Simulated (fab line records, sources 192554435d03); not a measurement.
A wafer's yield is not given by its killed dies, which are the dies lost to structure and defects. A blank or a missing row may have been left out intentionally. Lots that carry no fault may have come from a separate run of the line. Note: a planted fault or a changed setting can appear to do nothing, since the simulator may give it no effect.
Which tool was responsible?	flow n5-finfet	72 wafers from 24 lots sampled at 6 of the route's 1938 steps

## WHAT THE GAUGES SHOWED, per wafer
The record lacks any reading of a measuring or inspecting step that a usual standard deviation could be used to judge.

## EACH LOT AND THE TOOL THAT RAN IT (in order: tool; ch and the chambers of the sampled wafers; start)
lot	N5_BEOL_M4_ANNEAL_89	N5_BEOL_M5_ETCH_61	N5_BEOL_M5_ETCH_75	N5_BEOL_M5_ETCH_68	N5_BEOL_M5_SURFACE_TREAT_87	N5_BEOL_M5_PRE_CLEAN_77
L074	pvd-sputter-03, day 7 23:13	rie-diel-06 ch 0,1,2, day 8 05:41	rie-diel-06 ch 1,2,3, day 8 08:29	rie-diel-06 ch 1,2,3, day 8 08:32	pvd-sputter-03, day 8 09:58	cvd-co-02 ch 0,1,2, day 8 15:46
L077	pvd-sputter-01, day 8 11:58	rie-diel-06 ch 0,2, day 8 17:11	rie-diel-01 ch 0,1,3, day 8 18:40	rie-diel-01 ch 0,1,3, day 8 18:43	pvd-sputter-02, day 8 19:58	cvd-co-02 ch 0,1,2, day 9 01:28
L076	pvd-sputter-03, day 8 15:50	rie-diel-01 ch 0,2,3, day 8 20:47	rie-diel-03 ch 0,2,3, day 8 21:56	rie-diel-03 ch 0,2,3, day 8 21:58	pvd-sputter-03, day 8 23:28	cvd-co-01 ch 0,1,2, day 9 05:21
L075	pvd-sputter-03, day 8 22:05	rie-diel-06 ch 1,2,3, day 9 02:25	rie-diel-03 ch 1,3, day 9 03:37	rie-diel-03 ch 1,3, day 9 03:40	pvd-sputter-02, day 9 04:55	cvd-co-02 ch 0,1, day 9 12:16
L078	pvd-sputter-02, day 9 01:29	rie-diel-01 ch 0,2,3, day 9 05:37	rie-diel-01 ch 0,2,3, day 9 08:08	rie-diel-01 ch 0,2,3, day 9 08:10	pvd-sputter-02, day 9 09:47	cvd-co-01 ch 0,1, day 9 15:16
L080	pvd-sputter-01, day 9 02:56	rie-diel-03 ch 1,2,3, day 9 08:30	rie-diel-01 ch 0,1,2, day 9 10:14	rie-diel-01 ch 0,1,2, day 9 10:17	pvd-sputter-01, day 9 12:19	cvd-co-01 ch 0,1, day 9 17:53
L079	pvd-sputter-02, day 9 03:22	rie-diel-03 ch 2,3, day 9 09:08	rie-diel-03 ch 1,3, day 9 10:24	rie-diel-03 ch 1,3, day 9 10:26	pvd-sputter-01, day 9 12:28	cvd-co-02 ch 0,1, day 9 18:25
L081	pvd-sputter-01, day 9 06:16	rie-diel-01 ch 0,1,3, day 9 11:49	rie-diel-06 ch 2,3, day 9 15:36	rie-diel-06 ch 2,3, day 9 15:38	pvd-sputter-02, day 9 17:05	cvd-co-02 ch 0,1,2, day 9 22:38
L082	pvd-sputter-01, day 9 18:20	rie-diel-06 ch 2,3, day 9 22:32	rie-diel-03 ch 0,1, day 9 23:52	rie-diel-03 ch 0,1, day 9 23:55	pvd-sputter-03, day 10 01:06	cvd-co-02 ch 0,1, day 10 06:40
L083	pvd-sputter-02, day 10 04:01	rie-diel-01 ch 2,3, day 10 08:37	rie-diel-03 ch 0,1,3, day 10 09:50	rie-diel-03 ch 0,1,3, day 10 09:53	pvd-sputter-01, day 10 11:31	cvd-co-02 ch 0,1,2, day 10 17:07
L085	pvd-sputter-02, day 10 13:51	rie-diel-01 ch 0,1, day 10 19:00	rie-diel-01 ch 1,2, day 10 19:54	rie-diel-01 ch 1,2, day 10 19:57	pvd-sputter-01, day 10 21:14	cvd-co-01 ch 0,1,2, day 11 02:38
L086	pvd-sputter-03, day 10 22:58	rie-diel-01 ch 0,1,3, day 11 05:04	rie-diel-01 ch 0,2,3, day 11 06:04	rie-diel-01 ch 0,2,3, day 11 06:06	pvd-sputter-03, day 11 08:01	cvd-co-02 ch 0,1, day 11 13:49
L084	pvd-sputter-03, day 11 06:37	rie-diel-06 ch 0,1,2, day 11 12:31	rie-diel-01 ch 0,3, day 11 14:42	rie-diel-01 ch 0,3, day 11 14:44	pvd-sputter-03, day 11 16:41	cvd-co-01 ch 0,1,2, day 11 22:06
L087	pvd-sputter-02, day 11 07:46	rie-diel-01 ch 2,3, day 11 12:43	rie-diel-06 ch 1,3, day 11 15:35	rie-diel-06 ch 1,3, day 11 15:38	pvd-sputter-03, day 11 17:08	cvd-co-02 ch 0,1,2, day 11 22:56
L088	pvd-sputter-01, day 11 07:46	rie-diel-06 ch 0,1,3, day 11 12:57	rie-diel-03 ch 2,3, day 11 14:41	rie-diel-03 ch 2,3, day 11 14:44	pvd-sputter-01, day 11 16:34	cvd-co-02 ch 0,1,2, day 11 22:33
L090	pvd-sputter-01, day 11 10:52	rie-diel-01 ch 0,1,3, day 11 16:15	rie-diel-01 ch 1,2,3, day 11 21:03	rie-diel-01 ch 1,2,3, day 11 21:05	pvd-sputter-03, day 11 22:23	cvd-co-02 ch 0,2, day 12 03:53
L089	pvd-sputter-03, day 11 15:10	rie-diel-03 ch 1,3, day 11 22:19	rie-diel-06 ch 1,2,3, day 12 00:26	rie-diel-06 ch 1,2,3, day 12 00:28	pvd-sputter-02, day 12 02:14	cvd-co-01 ch 0,2, day 12 07:41
L091	pvd-sputter-01, day 12 05:02	rie-diel-06 ch 1,2,3, day 12 10:23	rie-diel-01 ch 0,2,3, day 12 12:13	rie-diel-01 ch 0,2,3, day 12 12:16	pvd-sputter-03, day 12 13:37	cvd-co-02 ch 1,2, day 12 19:06
L092	pvd-sputter-02, day 12 13:11	rie-diel-03 ch 1,2, day 12 18:52	rie-diel-06 ch 0,2,3, day 12 20:43	rie-diel-06 ch 0,2,3, day 12 20:46	pvd-sputter-01, day 12 22:00	cvd-co-01 ch 1,2, day 13 03:27
L093	pvd-sputter-03, day 12 20:02	rie-diel-01 ch 0,3, day 13 01:43	rie-diel-01 ch 0,1,3, day 13 02:56	rie-diel-01 ch 0,1,3, day 13 02:59	pvd-sputter-02, day 13 04:18	cvd-co-02 ch 0,1,2, day 13 10:28
L094	pvd-sputter-02, day 12 23:05	rie-diel-01 ch 0,1,3, day 13 04:15	rie-diel-03 ch 0,2,3, day 13 05:33	rie-diel-03 ch 0,2,3, day 13 05:36	pvd-sputter-02, day 13 07:06	cvd-co-02 ch 0,1,2, day 13 12:40
L095	pvd-sputter-03, day 13 02:56	rie-diel-01 ch 0,1, day 13 08:05	rie-diel-01 ch 1,3, day 13 10:32	rie-diel-01 ch 1,3, day 13 10:35	pvd-sputter-01, day 13 12:17	cvd-co-01 ch 0,1, day 13 17:46
L096	pvd-sputter-02, day 13 05:18	rie-diel-06 ch 1,2,3, day 13 11:23	rie-diel-03 ch 0,1,3, day 13 12:31	rie-diel-03 ch 0,1,3, day 13 12:33	pvd-sputter-03, day 13 15:00	cvd-co-01 ch 0,1,2, day 13 20:27
L097	pvd-sputter-03, day 13 21:55	rie-diel-03 ch 2,3, day 14 03:17	rie-diel-01 ch 2,3, day 14 04:17	rie-diel-01 ch 2,3, day 14 04:20	pvd-sputter-02, day 14 06:34	cvd-co-01 ch 0,1,2, day 14 12:25
- N5_BEOL_M4_ANNEAL_89: time 240 s.
- N5_BEOL_M5_ETCH_61: etches SiARC in CF4, target depth 15.6 nm, time 26 s.
- N5_BEOL_M5_ETCH_75: etches underlayer in N2/H2, target depth 6.5 nm, time 5.2 s.
- N5_BEOL_M5_ETCH_68: etches SOC in N2/H2, target depth 80 nm, overetch 16 nm, time 120 s.
- N5_BEOL_M5_SURFACE_TREAT_87
- N5_BEOL_M5_PRE_CLEAN_77: time 15 s.

## WHAT THE TOOLS THEMSELVES READ (means of the sampled wafers that have a number; where no wafer has one, the mark that the record gives instead)
N5_BEOL_M4_ANNEAL_89. Usual: heater-power-w 869 W, standard deviation 150.
lot	tool	heater-power-w (W)	flag
L074	pvd-sputter-03	878	
L077	pvd-sputter-01	790	
L076	pvd-sputter-03	747	
L075	pvd-sputter-03	923	
L078	pvd-sputter-02	919	
L080	pvd-sputter-01	805	
L079	pvd-sputter-02	991	
L081	pvd-sputter-01	809	
L082	pvd-sputter-01	819	
L083	pvd-sputter-02	956	
L085	pvd-sputter-02	872	
L086	pvd-sputter-03	925	
L084	pvd-sputter-03	953	
L087	pvd-sputter-02	986	
L088	pvd-sputter-01	783	
L090	pvd-sputter-01	815	
L089	pvd-sputter-03	879	
L091	pvd-sputter-01	822	
L092	pvd-sputter-02	978	
L093	pvd-sputter-03	772	
L094	pvd-sputter-02	989	
L095	pvd-sputter-03	792	
L096	pvd-sputter-02	887	
L097	pvd-sputter-03	888	

N5_BEOL_M5_ETCH_61. Usual: drypump-motor-current-A 5.7 A, standard deviation 0.39; etch-rf-on-time-s 26.0 s, standard deviation 0.51; oes-product-au 0.66 a.u., standard deviation 0.065; rf-vpp-V 184.1 V, standard deviation 1.2; showerhead-plenum-p-Torr 2.14 Torr, standard deviation 0.07; throttle-valve-pct 15.57 %, standard deviation 0.27.
lot	tool	drypump-motor-current-A (A)	etch-rf-on-time-s (s)	oes-product-au (a.u.)	rf-vpp-V (V)	showerhead-plenum-p-Torr (Torr)	throttle-valve-pct (%)	flag
L074	rie-diel-06	5.6	26.0	0.71	184.3	2.13	15.54	
L077	rie-diel-06	5.4	26.2	0.66	183.4	2.12	15.86	
L076	rie-diel-01	5.8	25.7	0.66	184.3	2.12	15.61	
L075	rie-diel-06	5.5	26.0	0.68	185.6	2.19	15.58	
L078	rie-diel-01	5.8	25.8	0.65	183.3	2.11	15.61	
L080	rie-diel-03	5.7	26.1	0.63	185.0	2.17	15.51	
L079	rie-diel-03	5.4	25.9	0.62	183.6	2.10	15.53	
L081	rie-diel-01	5.7	26.5	0.66	185.3	2.15	15.55	
L082	rie-diel-06	5.3	25.9	0.67	185.1	2.22	15.79	
L083	rie-diel-01	6.2	25.7	0.65	182.8	2.05	15.67	
L085	rie-diel-01	5.4	26.2	0.60	185.2	2.18	15.66	
L086	rie-diel-01	5.7	25.9	0.65	184.5	2.14	15.56	
L084	rie-diel-06	5.6	25.7	0.69	184.0	2.12	15.59	
L087	rie-diel-01	6.2	25.9	0.68	182.4	2.07	15.55	
L088	rie-diel-06	5.7	25.9	0.73	184.5	2.17	15.47	
L090	rie-diel-01	5.7	26.5	0.64	184.6	2.14	15.58	
L089	rie-diel-03	6.0	26.2	0.71	183.9	2.23	15.36	
L091	rie-diel-06	5.5	25.8	0.67	183.9	2.18	15.63	
L092	rie-diel-03	5.7	26.5	0.64	185.0	2.17	15.29	
L093	rie-diel-01	5.9	26.6	0.68	183.9	2.13	15.53	
L094	rie-diel-01	5.7	26.4	0.64	183.7	2.14	15.60	
L095	rie-diel-01	5.6	26.0	0.60	184.1	2.15	15.66	
L096	rie-diel-06	5.5	25.7	0.66	184.4	2.18	15.64	
L097	rie-diel-03	5.7	25.8	0.73	183.6	2.14	15.52	

N5_BEOL_M5_ETCH_75. Usual: drypump-motor-current-A 5.7 A, standard deviation 0.39; etch-rf-on-time-s 5.21 s, standard deviation 0.11; oes-product-au 0.66 a.u., standard deviation 0.068; rf-vpp-V 524.3 V, standard deviation 3; showerhead-plenum-p-Torr 2.56 Torr, standard deviation 0.098; throttle-valve-pct 17.8 %, standard deviation 0.33.
lot	tool	drypump-motor-current-A (A)	etch-rf-on-time-s (s)	oes-product-au (a.u.)	rf-vpp-V (V)	showerhead-plenum-p-Torr (Torr)	throttle-valve-pct (%)	flag
L074	rie-diel-06	5.5	5.15	0.69	523.7	2.59	17.8	
L077	rie-diel-01	5.8	5.17	0.66	523.8	2.55	17.7	
L076	rie-diel-03	5.4	5.20	0.64	524.6	2.60	17.9	
L075	rie-diel-03	5.9	5.18	0.62	526.8	2.65	18.2	
L078	rie-diel-01	5.9	5.22	0.65	524.0	2.51	17.8	
L080	rie-diel-01	5.7	5.23	0.61	523.3	2.52	17.9	
L079	rie-diel-03	5.9	5.15	0.62	525.8	2.65	18.2	
L081	rie-diel-06	5.2	5.23	0.64	523.6	2.57	18.1	
L082	rie-diel-03	5.7	5.35	0.68	526.9	2.68	17.5	
L083	rie-diel-03	5.7	5.26	0.65	528.1	2.67	17.9	
L085	rie-diel-01	5.9	5.04	0.60	522.8	2.47	17.8	
L086	rie-diel-01	5.8	5.23	0.64	521.4	2.50	17.8	
L084	rie-diel-01	5.6	5.33	0.64	524.9	2.58	17.9	
L087	rie-diel-06	5.7	5.15	0.71	526.0	2.60	17.5	
L088	rie-diel-03	5.4	5.27	0.69	522.9	2.51	17.8	
L090	rie-diel-01	6.1	5.16	0.63	522.0	2.46	17.8	
L089	rie-diel-06	5.5	5.13	0.67	527.2	2.58	17.8	
L091	rie-diel-01	5.8	5.20	0.64	522.1	2.50	17.9	
L092	rie-diel-06	5.4	5.20	0.67	524.0	2.54	17.9	
L093	rie-diel-01	5.8	5.31	0.63	524.4	2.53	17.8	
L094	rie-diel-03	5.4	5.20	0.69	525.1	2.58	17.8	
L095	rie-diel-01	6.0	5.12	0.64	521.3	2.49	17.6	
L096	rie-diel-03	5.7	5.19	0.69	527.2	2.66	17.7	
L097	rie-diel-01	6.2	5.08	0.81	526.8	2.63	17.6	

N5_BEOL_M5_ETCH_68. Usual: drypump-motor-current-A 5.7 A, standard deviation 0.39; oes-product-au 0.59 a.u., standard deviation 0.06; rf-vpp-V 524.2 V, standard deviation 2.8; showerhead-plenum-p-Torr 2.56 Torr, standard deviation 0.098; throttle-valve-pct 17.8 %, standard deviation 0.33.
lot	tool	drypump-motor-current-A (A)	oes-product-au (a.u.)	rf-vpp-V (V)	showerhead-plenum-p-Torr (Torr)	throttle-valve-pct (%)	flag
L074	rie-diel-06	5.5	0.62	525.7	2.59	17.7	
L077	rie-diel-01	5.7	0.59	523.0	2.55	17.7	
L076	rie-diel-03	5.5	0.58	525.3	2.60	17.9	
L075	rie-diel-03	5.9	0.56	526.5	2.65	18.2	
L078	rie-diel-01	5.9	0.59	522.3	2.51	17.8	
L080	rie-diel-01	5.7	0.55	524.2	2.52	17.8	
L079	rie-diel-03	5.9	0.55	526.8	2.65	18.2	
L081	rie-diel-06	5.2	0.58	524.2	2.57	18.1	
L082	rie-diel-03	5.7	0.62	527.7	2.68	17.4	
L083	rie-diel-03	5.7	0.59	527.0	2.67	17.8	
L085	rie-diel-01	6.0	0.53	522.5	2.47	17.7	
L086	rie-diel-01	5.8	0.58	522.4	2.50	17.8	
L084	rie-diel-01	5.5	0.58	524.0	2.58	17.8	
L087	rie-diel-06	5.7	0.64	526.2	2.60	17.5	
L088	rie-diel-03	5.4	0.62	521.6	2.50	17.7	
L090	rie-diel-01	6.0	0.57	521.2	2.46	17.7	
L089	rie-diel-06	5.5	0.60	525.5	2.58	17.8	
L091	rie-diel-01	5.9	0.57	522.6	2.50	17.8	
L092	rie-diel-06	5.4	0.60	524.2	2.54	17.9	
L093	rie-diel-01	5.8	0.57	524.2	2.54	17.7	
L094	rie-diel-03	5.4	0.63	524.7	2.58	17.8	
L095	rie-diel-01	6.0	0.57	521.8	2.49	17.6	
L096	rie-diel-03	5.7	0.63	527.0	2.66	17.7	
L097	rie-diel-01	6.2	0.72	527.1	2.63	17.5	

N5_BEOL_M5_PRE_CLEAN_77. Usual: heater-power-outer-w 17 W, standard deviation 12; heater-power-w 83 W, standard deviation 25.
lot	tool	heater-power-outer-w (W)	heater-power-w (W)	flag
L074	cvd-co-02	16	83	
L077	cvd-co-02	16	82	
L076	cvd-co-01	19	84	
L075	cvd-co-02	22	93	
L078	cvd-co-01	22	84	
L080	cvd-co-01	22	86	
L079	cvd-co-02	21	85	
L081	cvd-co-02	16	84	
L082	cvd-co-02	21	85	
L083	cvd-co-02	16	83	
L085	cvd-co-01	19	85	
L086	cvd-co-02	21	85	
L084	cvd-co-01	19	84	
L087	cvd-co-02	16	83	
L088	cvd-co-02	16	84	
L090	cvd-co-02	16	91	
L089	cvd-co-01	16	84	
L091	cvd-co-02	15	75	
L092	cvd-co-01	10	60	
L093	cvd-co-02	16	83	
L094	cvd-co-02	16	83	
L095	cvd-co-01	23	86	
L096	cvd-co-01	20	84	
L097	cvd-co-01	20	86	

## THE ANSWER, worked out from the rows above alone
Rule: take the mean of a lot's wafers that have a number; if it is more than 3 standard deviations from the usual mean, the lot is off. Also off: a lot with no number at a reading for which 4 or more lots have one. The other lots that the step has rows for count as sound. The gauges are gone through in route order, then the tools' own readings, and for those a lot's mean is taken as printed above. The first step at which some lot is off is used, and at that step the reading that is off furthest; a lot without a number counts as furthest.
Across all readings shown, no lot is off: no conclusion can be drawn from this.

## WHAT HAD BEEN PUT IN BY THE SIMULATOR
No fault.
